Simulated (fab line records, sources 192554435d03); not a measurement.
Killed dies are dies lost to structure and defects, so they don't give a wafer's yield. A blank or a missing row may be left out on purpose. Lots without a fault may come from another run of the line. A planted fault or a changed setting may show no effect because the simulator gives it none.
Split-lot experiment | flow n5_finfet | 7 lots, 21 wafers read, on a route of 1938 steps

THE SPLIT
At N5_FIN_CUT_COAT_19 (time 60 s, resist thk 20 nm), the setting spin_rpm was moved away from the recipe's 1500 rpm on 11 of the 21 wafers read, by -8.9% to +11.2%. The other wafers ran this setting at the recipe's value.

FROM THE SPLIT TO THE READING: what the file shows between them, 5 steps
- N5_FIN_CUT_COAT_29: time 60 s, resist thk 10 nm
- N5_FIN_CUT_COAT_02: resist thk 30 nm
- N5_FIN_CUT_DESCUM_13: chemistry O2, time 7 s
- N5_FIN_CUT_ETCH_30: etches underlayer in N2/H2, target depth 13 nm, time 10.4 s
- N5_FIN_CUT_ETCH_20: etches SiARC in CF4, target depth 26 nm, time 43.3 s

THE READING
SiARC_of_FIN_CUT_COAT_19.thk_nm (the simulator's own value, which no gauge read), in nm, at N5_FIN_CUT_ETCH_21 (etches SOC in N2/H2, target depth 219 nm, overetch 43.8 nm, time 523.5 s). The file gives no usual value for it. The 10 wafers here that ran the recipe average 12.0 nm, standard deviation 0.14 nm.

wafer  | tool, chamber at the split | spin_rpm as run, rpm | against the recipe | SiARC_of_FIN_CUT_COAT_19.thk_nm, nm | against lot-mates on the recipe
L075.2 | litho_track-04, 0          | 1500                 | recipe             | 11.8                                | -
L075.4 | litho_track-04, 0          | 1500                 | recipe             | 11.8                                | -
L075.3 | litho_track-04, 0          | 1500                 | recipe             | 12                                  | -
L077.4 | litho_track-04, 0          | 1574                 | +4.9%              | 11.2                                | -0.6
L077.5 | litho_track-04, 0          | 1574                 | +4.9%              | 11                                  | -0.8
L077.6 | litho_track-04, 0          | 1500                 | recipe             | 11.8                                | -
L079.4 | litho_track-01, 0          | 1500                 | recipe             | 12                                  | -
L079.5 | litho_track-01, 0          | 1500                 | recipe             | 12.2                                | -
L079.6 | litho_track-01, 0          | 1648                 | +9.9%              | 11                                  | -1.1
L085.2 | litho_track-04, 0          | 1401                 | -6.6%              | 12.4                                | +0.4
L085.4 | litho_track-04, 0          | 1500                 | recipe             | 12                                  | -
L085.6 | litho_track-04, 0          | 1401                 | -6.6%              | 12.8                                | +0.8
L086.2 | litho_track-01, 0          | 1500                 | recipe             | 12                                  | -
L086.4 | litho_track-01, 0          | 1500                 | recipe             | 12                                  | -
L086.5 | litho_track-01, 0          | 1366                 | -8.9%              | 12.8                                | +0.8
L088.2 | litho_track-01, 0          | 1405                 | -6.3%              | 12.8                                | no lot-mate on the recipe
L088.5 | litho_track-01, 0          | 1405                 | -6.3%              | 12.6                                | no lot-mate on the recipe
L088.6 | litho_track-01, 0          | 1405                 | -6.3%              | 12.2                                | no lot-mate on the recipe
L097.1 | litho_track-05, 0          | 1668                 | +11.2%             | 11                                  | -1.2
L097.3 | litho_track-05, 0          | 1668                 | +11.2%             | 10.8                                | -1.4
L097.6 | litho_track-05, 0          | 1500                 | recipe             | 12.2                                | -

THE FIT
A straight line over all 21 wafers: SiARC_of_FIN_CUT_COAT_19.thk_nm changes by -0.1 nm for each +1% of spin_rpm; r = -0.95; the points scatter about the line by 0.2 nm.
The same after taking each lot's own level away (the mean of its wafers on the recipe; 18 wafers): -0.108 nm for each +1%; r = -0.98; scatter 0.12 nm.
On that fit, the largest move of spin_rpm shifts the reading by 1.2 nm.
The lots' own levels span 11.80 to 12.20 nm, that is 2.9 times the standard deviation above.
So the lot-to-lot level changes the slope little: the two slopes agree.
Check: with one of the wafers moved furthest among these (+11.2%) left out of the fit, the line predicts -1.28 nm for it against its lot-mates. It came out at -1.2 nm against them.

OTHER SPLITS ON THESE WAFERS
These wafers also went through other splits before the reading. Each is held against what the fit with the lots' levels taken away leaves over:
other split on the same wafers            | wafers away from the commonest value | r with SiARC_of_FIN_CUT_COAT_19.thk_nm (lot level and that fit taken away)
N5_ZERO_LAYER_EXPOSE_08 dose_mj           | 7                                    | -0.06
N5_WELL_APT_COAT_02 spin_rpm              | 7                                    | -0.02
N5_PMOS_HMC_CHANNEL_EPI_PEB_07 peb_time_s | 4                                    | +0.17
N5_FIN_SAQP_SPACER1_ALD_24 ald_cycles     | 4                                    | +0.32

THE WHOLE CHAIN: every reading that the file lists as answering this split, in the file's order
step               | what it does                                                             | reading                                                                          | change (the file's fit)                | r (the file's)
N5_FIN_CUT_COAT_19 | time 60 s, resist thk 20 nm                                              | SiARC_of_FIN_CUT_COAT_19.thk_nm (the simulator's own value, which no gauge read) | -0.0992 nm for each +1% of the setting | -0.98
N5_FIN_CUT_ETCH_20 | etches SiARC in CF4, target depth 26 nm, time 43.3 s                     | etch.depth_nm (the simulator's own value, which no gauge read)                   | -0.0965 nm for each +1% of the setting | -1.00
N5_FIN_CUT_ETCH_21 | etches SOC in N2/H2, target depth 219 nm, overetch 43.8 nm, time 523.5 s | SiARC_of_FIN_CUT_COAT_19.thk_nm (the simulator's own value, which no gauge read) | -0.108 nm for each +1% of the setting  | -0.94

THE FILE'S OWN FIT
SiARC_of_FIN_CUT_COAT_19.thk_nm changes by -0.108 nm for each +1% of spin_rpm, r = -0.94.
